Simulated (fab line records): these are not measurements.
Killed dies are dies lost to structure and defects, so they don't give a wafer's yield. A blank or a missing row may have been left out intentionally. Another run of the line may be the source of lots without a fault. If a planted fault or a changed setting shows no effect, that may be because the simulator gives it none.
A lot that was struck, set against a sound lot -- flow n5 finfet -- 15 steps out of a route of 1938
Sound: wafers L498.1, L498.2, L498.4. Wafers L504.1, L504.3, L504.6 were the ones struck. Last of all comes the cause.
Per side, at each step with rows, come the tool, then ch with its chambers, and then its first start. Under that, the readings that differ: sound wafers -- struck wafers -- difference of the means -- sigmas: that difference in standard deviations of wafers without a fault.
alike: readings with means less than 2 such deviations apart, plus words and numbers identical on both sides. not compared: withheld readings, readings lacking a value on some wafer, bounds such as >300 that could conceal the same value, and numbers that have no deviation in the record and whose values overlap.
Wherever a step has rows on one side only, a row that says differs or no value, or a row with sigmas, the two part there. Non-overlapping numbers with no deviation appear without sigmas and do not part them. A reading missing from all wafers of one side parts the sides only when that side holds two or more wafers.

first, 8 steps without rows for these wafers: N5_BEOL_M1_COAT_68 (time 60 s, resist thk 12 nm); N5_BEOL_M1_COAT_76 (time 60 s, resist thk 5 nm); N5_BEOL_M1_COAT_22 (resist thk 30 nm); N5_BEOL_M1_EBR_24; N5_BEOL_M1_SOFTBAKE_23 (time 60 s); N5_BEOL_M1_EXPOSE_25 (exposes mask V0, defocus 5 nm, target cd 24 nm); N5_BEOL_M1_PEB_26 (peb time 60 s); N5_BEOL_M1_DEVELOP_27 (develop time 30 s).
N5_BEOL_M1_CD_MEAS_28: target cd y 23.3 nm.
  sound on cd sem-02 ch 0, day 6 16:50; struck on cd sem-03 ch 0, day 8 09:48
  alike: cd nm
N5_BEOL_M1_OVL_MEAS_29:
  sound on overlay-02 ch 0, day 6 16:53; struck on overlay-02 ch 0, day 8 09:50
  alike: V0_OVL
N5_BEOL_M1_INSPECT_30: inspects for defects (brightfield).
  struck on defect inspect-01, day 8 09:53; sound on defect inspect-01, day 6 16:56
  alike: raw defect count
N5_BEOL_M1_DESCUM_33: chemistry O2, time 7 s.
  sound on rie diel-02 ch 1,2,3, day 6 17:16; struck on rie diel-05 ch 0,1,2, day 8 09:55
  alike: drypump motor current A, oes product au, rf vpp V, showerhead plenum p Torr, throttle valve pct
  not compared: rf hours counter h
N5_BEOL_M1_ETCH_77: etches underlayer in N2/H2, target depth 6.5 nm, time 5.2 s.
  sound on rie diel-02 ch 1,2,3, day 6 17:18; struck on rie diel-05 ch 0,1,2, day 8 09:58
reading,sound,struck,difference,sigmas
etch rf on time s (s),5.28 5.33 5.33,6.42 6.59 6.48,+1.18,+13
rf fwd power W (W),820.1 819.9 823.5,618.7 615.1 616.3,-204.5,-79
rf vpp V (V),525.4 525.9 520.9,572.6 576.9 572.6,+50.0,+17
  alike: drypump motor current A, oes product au, showerhead plenum p Torr, throttle valve pct
  not compared: rf hours counter h
N5_BEOL_M1_ETCH_69: etches SiARC in CF4, target depth 15.6 nm, time 26 s.
  sound on rie diel-02 ch 1,2,3, day 6 17:19; struck on rie diel-05 ch 0,1,2, day 8 09:59
reading,sound,struck,difference,sigmas
etch rf on time s (s),26.8 26.4 26.7,25.4 25.7 25.6,-1.1,-2
  alike: drypump motor current A, oes product au, rf fwd power W, rf vpp V, showerhead plenum p Torr, throttle valve pct
  not compared: rf hours counter h
N5_BEOL_M4_RC_MEAS_101:
  sound on prober-02 ch 0, day 8 03:44; struck on prober-02 ch 0, day 10 09:14
  alike: DIBL_N, DIBL_P, IOFF_N, IOFF_P, ION_N, ION_P, SS_N, SS_P, VT_N, VT_P

## WHERE THEY PART
First at N5_BEOL_M1_ETCH_77; last, within this record, at N5_BEOL_M1_ETCH_69. Later steps at which nothing parts them and some readings are alike: N5_BEOL_M4_RC_MEAS_101.

WHY: the cause the simulator had injected
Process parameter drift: rie diel-05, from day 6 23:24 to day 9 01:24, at N5_BEOL_M1_ETCH_77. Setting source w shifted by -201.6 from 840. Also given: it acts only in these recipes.
